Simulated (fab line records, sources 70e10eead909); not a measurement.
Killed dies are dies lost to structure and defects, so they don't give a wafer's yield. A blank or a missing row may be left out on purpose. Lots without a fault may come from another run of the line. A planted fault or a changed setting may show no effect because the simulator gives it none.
Which tool did it? | flow nand_harc | 12 lots, 36 wafers sampled, at 4 steps of a route of 1302

WHAT THE GAUGES READ, wafer by wafer
NHARC_A_M0_CD_MEAS_16.
lot  | measured     | on        | cd_nm (nm)
L077 | day 23 12:02 | cd_sem-01 | 81.3 79.8 81.1
L076 | day 23 16:11 | cd_sem-02 | 79.7 80.3 79.8
L079 | day 25 01:16 | cd_sem-02 | 80.5 81.8 80.3
L081 | day 26 13:07 | cd_sem-03 | 81.2 79.9 81.2
L083 | day 26 21:36 | cd_sem-02 | 79.3 77.9 78.6
L086 | day 27 06:40 | cd_sem-01 | 79.8 78.6 80.0
L088 | day 28 10:26 | cd_sem-02 | 79.6 81.1 79.0
L087 | day 28 17:32 | cd_sem-02 | 81.3 79.9 79.0
L090 | day 29 23:08 | cd_sem-01 | 80.2 79.7 80.5
L093 | day 30 17:15 | cd_sem-01 | 79.5 80.0 79.9
L094 | day 31 08:31 | cd_sem-01 | 80.3 79.6 80.2
L096 | day 32 21:22 | cd_sem-02 | 80.5 78.7 80.3

WHICH TOOL RAN EACH LOT (tool, then ch and the chambers of the sampled wafers, then the start)
lot  | NHARC_A_CONTACT_ETCH_134             | NHARC_A_CONTACT_ETCH_138             | NHARC_A_CONTACT_CVD_19
L077 | har_cap_etch-02 ch 0,1, day 23 02:04 | har_cap_etch-02 ch 0,1, day 23 03:05 | cvd_w-02 ch 0, day 23 12:02 or earlier
L076 | har_cap_etch-02 ch 0,1, day 23 06:31 | har_cap_etch-02 ch 0,1, day 23 07:32 | cvd_w-02 ch 0,1, day 23 16:11 or earlier
L079 | har_cap_etch-02 ch 0,1, day 24 15:34 | har_cap_etch-02 ch 0,1, day 24 16:35 | cvd_w-01 ch 0,1, day 25 01:16 or earlier
L081 | har_cap_etch-01 ch 0,1, day 26 02:59 | har_cap_etch-01 ch 0,1, day 26 04:26 | cvd_w-02 ch 0,1, day 26 13:07 or earlier
L083 | har_cap_etch-01 ch 0,1, day 26 12:03 | har_cap_etch-01 ch 0,1, day 26 13:04 | cvd_w-01 ch 0,1, day 26 21:36 or earlier
L086 | har_cap_etch-02 ch 0,1, day 26 20:41 | har_cap_etch-02 ch 0,1, day 26 21:44 | cvd_w-02 ch 0,1, day 27 06:40 or earlier
L088 | har_cap_etch-01 ch 0, day 28 00:23   | har_cap_etch-01 ch 0, day 28 01:25   | cvd_w-02 ch 0, day 28 10:26 or earlier
L087 | har_cap_etch-01 ch 0,1, day 28 08:14 | har_cap_etch-01 ch 0,1, day 28 09:15 | cvd_w-02 ch 0, day 28 17:32 or earlier
L090 | har_cap_etch-03 ch 0, day 29 13:36   | har_cap_etch-03 ch 0, day 29 14:38   | cvd_w-01 ch 0,1, day 29 23:08 or earlier
L093 | har_cap_etch-03 ch 0,1, day 30 07:43 | har_cap_etch-03 ch 0,1, day 30 08:44 | cvd_w-02 ch 0,1, day 30 17:15 or earlier
L094 | har_cap_etch-02 ch 0,1, day 30 22:44 | har_cap_etch-02 ch 0,1, day 31 00:00 | cvd_w-01 ch 0,1, day 31 08:31 or earlier
L096 | har_cap_etch-01 ch 0,1, day 32 11:17 | har_cap_etch-01 ch 0,1, day 32 12:38 | cvd_w-02 ch 0,1, day 32 21:22 or earlier
- NHARC_A_CONTACT_ETCH_134: etches the open film in C4F8/O2/Ar, time 140 s, target depth 700 nm.
- NHARC_A_CONTACT_ETCH_138: etches the open film in C4F8/O2/Ar, time 311 s, target depth 1914 nm.
- NHARC_A_CONTACT_CVD_19: deposits W, target thk 300 nm, time 802 s.

THE ANSWER, worked out from the rows above alone
Rule: what is usual is taken from the lots themselves. Put in order of their means at a reading, lots are off if they are a third of the lots or fewer, leave a main group of 4 or more, and stand apart from it by a gap of 3 or more times the standard deviation of the main group's means; of several such gaps the widest counts. A main group whose means are all the same, to the digits that the tables above print for the reading, isn't used. A lot without any number at a reading at which 4 lots or more have one is off too. The other lots that the step has rows for count as sound.
No lot is off at any reading shown: from this, nothing can be told.

WHAT THE SIMULATOR HAD PUT IN
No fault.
